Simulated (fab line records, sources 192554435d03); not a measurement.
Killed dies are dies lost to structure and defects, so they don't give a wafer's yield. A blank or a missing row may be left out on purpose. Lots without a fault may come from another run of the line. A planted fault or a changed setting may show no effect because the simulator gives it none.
Chamber matching | flow n5_finfet | N5_BEOL_M12_CMP_49 on cmp-03: 4 sister chambers
The step polishes, stops on SiOC, t overpolish 20.6 s, target thk 320 nm. 16 wafers are shown with their chamber, then 8 later ones without.

WAFERS WITH THEIR CHAMBER
wafer  | chamber | barrier_field_endpoint_s (s) | motor_current_A (A) | overpolish_run_s (s)
L077.3 | 1       | 29.1                         | 6.4                 | 20.586
L077.4 | 3       | 29.6                         | 6.2                 | 20.597
L077.6 | 3       | 29.3                         | 6.0                 | 20.589
L074.2 | 2       | 30.0                         | 6.6                 | 20.596
L074.3 | 1       | 29.9                         | 6.1                 | 20.592
L074.4 | 3       | 29.5                         | 6.5                 | 20.603
L080.1 | 2       | 30.4                         | 6.6                 | 20.604
L080.4 | 1       | 29.3                         | 6.2                 | 20.602
L080.6 | 3       | 30.2                         | 6.1                 | 20.580
L090.1 | 1       | 29.6                         | 6.4                 | 20.591
L090.2 | 2       | 31.7                         | 6.6                 | 20.585
L090.4 | 3       | 29.5                         | 6.1                 | 20.607
L089.1 | 3       | 29.0                         | 6.3                 | 20.602
L089.4 | 2       | 30.9                         | 6.9                 | 20.598
L089.6 | 0       | 28.2                         | 6.3                 | 20.601
L091.2 | 3       | 31.0                         | 6.1                 | 20.591

SIGNATURES (means of the wafers above)
reading                  | chamber 0 | chamber 1 | chamber 2 | chamber 3 | scatter within a chamber
barrier_field_endpoint_s | 28.200    | 29.475    | 30.750    | 29.729    | 0.623
motor_current_A          | 6.300     | 6.275     | 6.675     | 6.186     | 0.159
overpolish_run_s         | 20.60100  | 20.59275  | 20.59575  | 20.59557  | 0.00846
Rule: a wafer's distance from a chamber is the root of the sum, over the readings, of the square of ((its reading less the chamber's mean) divided by the reading's scatter). The wafer belongs to the nearest chamber; if the next one is less than 2 further off, it can't be placed. The scatter: the root of (the sum of the squares of (reading less its chamber's mean) over the shown wafers, divided by (wafers less chambers)).

WAFERS WITHOUT THEIR CHAMBER
wafer  | barrier_field_endpoint_s (s) | motor_current_A (A) | overpolish_run_s (s)
L091.3 | 31.9                         | 6.8                 | 20.603
L091.5 | 29.5                         | 6.1                 | 20.596
L092.1 | 32.2                         | 7.2                 | 20.588
L092.4 | 30.1                         | 6.3                 | 20.619
L092.5 | 30.1                         | 6.2                 | 20.612
L097.1 | 31.7                         | 6.6                 | 20.607
L097.4 | 30.6                         | 6.0                 | 20.603
L097.5 | 29.7                         | 6.3                 | 20.581

WHICH CHAMBER EACH WENT THROUGH
wafer  | from the rows above               | in truth
L091.3 | 2                                 | 2
L091.5 | can't be placed: 3 or 1 or 0      | 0
L092.1 | 2                                 | 2
L092.4 | can't be placed: 3 or 1 or 0 or 2 | 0
L092.5 | can't be placed: 3 or 1 or 0 or 2 | 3
L097.1 | 2                                 | 2
L097.4 | can't be placed: 3 or 1           | 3
L097.5 | can't be placed: 1 or 3 or 0 or 2 | 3
Placed correctly: 3 of 8. Can't be placed from these rows: 5 (the true chamber is among the candidates in 5). Placed wrongly: 0.
